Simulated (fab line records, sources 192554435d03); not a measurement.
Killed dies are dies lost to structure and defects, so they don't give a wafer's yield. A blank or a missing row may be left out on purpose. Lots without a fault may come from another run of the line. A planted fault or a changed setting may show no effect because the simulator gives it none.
Problem report in the 8D (eight disciplines) form, filled by code | flow n5_finfet | the parts of the form that need people (team, actions taken, sign-off) are left out

1. THE PROBLEM
killed_at_front_end at N5_PASSIVATION_PROBE_49 reads a mean of 169 on 2 wafers of 1 lot; wafers without a fault read 41 with a standard deviation of 11. That is +12 standard deviations from the usual mean.
First seen on wafer L234.1, day 16 02:04, on prober-01. The record holds 6 wafers of 2 lots with a number at this step. Rule for "out", or "out of limits": more than 4 standard deviations from the usual mean. The other wafers with a number count as sound.

2. WHAT IT IS AND WHAT IT IS NOT
question                    | is                                                                                                       | is not
which readings at this step | killed_at_front_end, defect_limited_yield, killed_dies, sort_bin_5_function, sort_n_pass, sort_yield_pct | killed_at_M0_to_M3, killed_at_M4_up, killed_at_contacts, killed_at_other, killed_open, killed_short
which lots                  | L234                                                                                                     | L227
which wafers of those lots  | L234.1, L234.3                                                                                           | L234.2
read on which tools         | prober-01                                                                                                | -
when                        | from day 16 02:04                                                                                        | up to then (3 sound wafers); but 1 sound wafer of L234 came after

3. SUSPECTS, AND WHAT RULES EACH OUT
Counting: a tool at a process step up to the reading stays a suspect if it ran every lot that is out. Sound lots after the first of them don't rule it out here, since some wafers of a struck lot are sound.
- rie_metal-01 at N5_GATE_CUT_VAPOR_ETCH_60 (etches HfO2 in BCl3/Cl2): kept. It ran the lot that is out, L234 (day 8 07:19).
- rie_diel-05 at N5_PASSIVATION_STRIP_14 (strips in O2): kept. It ran the lot that is out, L234 (day 15 19:58); its last sound lot up to then is L227 (day 14 11:45).
- rie_diel-02 at N5_PASSIVATION_DESCUM_32 (chemistry O2, time 7.9 s): kept. It ran the lot that is out, L234 (day 15 21:09); its last sound lot up to then is L227 (day 14 14:19).
- pecvd-04 at N5_PASSIVATION_PECVD_35 (deposits SiNx from SiH4/NH3/N2, target thk 700 nm, time 151.3 s): kept. It ran the lot that is out, L234 (day 15 22:23).
- prober-01 at N5_PASSIVATION_PROBE_49: kept. It ran the lot that is out, L234 (day 16 02:04); its last sound lot up to then is L227 (day 14 19:13). Its own readings are out on those wafers: defect_limited_yield, killed_at_front_end, killed_dies, sort_bin_5_function, sort_n_pass, sort_yield_pct.
- Within rie_metal-01 at N5_GATE_CUT_VAPOR_ETCH_60: the wafers that are out ran in chamber 0; their sound lot-mates ran in chamber 1.
- Within rie_diel-05 at N5_PASSIVATION_STRIP_14: the wafers that are out ran in chambers 0, 3; their sound lot-mates ran in chamber 2.
- Within rie_diel-02 at N5_PASSIVATION_DESCUM_32: the wafers that are out ran in chambers 0, 1; their sound lot-mates ran in chamber 2.
- Within pecvd-04 at N5_PASSIVATION_PECVD_35: the wafers that are out ran in chambers 1, 2; their sound lot-mates ran in chamber 0.
Left after counting: rie_metal-01 at N5_GATE_CUT_VAPOR_ETCH_60, rie_diel-05 at N5_PASSIVATION_STRIP_14, rie_diel-02 at N5_PASSIVATION_DESCUM_32, pecvd-04 at N5_PASSIVATION_PECVD_35, prober-01 at N5_PASSIVATION_PROBE_49.

4. THE CAUSE (what the simulator had put in)
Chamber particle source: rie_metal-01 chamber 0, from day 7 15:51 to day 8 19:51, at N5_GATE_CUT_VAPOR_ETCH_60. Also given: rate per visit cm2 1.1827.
Counting left 5 suspects, and this tool is among them.

5. THE CHAIN OF EFFECTS, in route order
Each row: a reading whose mean over the struck wafers that have a number lies more than 3 standard deviations from the usual. Only readings for which the record gives a usual standard deviation are gone through. hours: the time from each lot's start at the first step in this table that gives one to its start at this step, as a median over the lots. sigmas: the change in usual standard deviations.
hours | step                    | reading              | usual  | on struck wafers | change | sigmas
0     | N5_PASSIVATION_PROBE_49 | defect_limited_yield | 91.2 % | 80.7             | -10.5  | -7.5
0     | N5_PASSIVATION_PROBE_49 | killed_at_front_end  | 41     | 169              | +128   | +12
0     | N5_PASSIVATION_PROBE_49 | killed_dies          | 103    | 228              | +125   | +7.8
0     | N5_PASSIVATION_PROBE_49 | sort_bin_5_function  | 5.1 %  | 11.8             | +6.7   | +7.4
0     | N5_PASSIVATION_PROBE_49 | sort_n_pass          | 1077   | 952              | -125   | -7.8
0     | N5_PASSIVATION_PROBE_49 | sort_yield_pct       | 91.2 % | 80.7             | -10.5  | -7.5
The process steps in it:
- N5_PASSIVATION_PROBE_49

6. WHAT WOULD HAVE CAUGHT IT SOONER
In this record the first reading out of limits was taken at day 16 02:04, 202 hours after the fault began at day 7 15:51.
Of the tool readings at N5_GATE_CUT_VAPOR_ETCH_60 for which the record gives a usual standard deviation, none was out on any struck wafer, so an alarm limit of 4 standard deviations on them would not have fired.
All the lots that are out (1) had begun N5_GATE_CUT_VAPOR_ETCH_60 on rie_metal-01 by day 16 02:04. A hold on the tool at that time would have spared none of them.
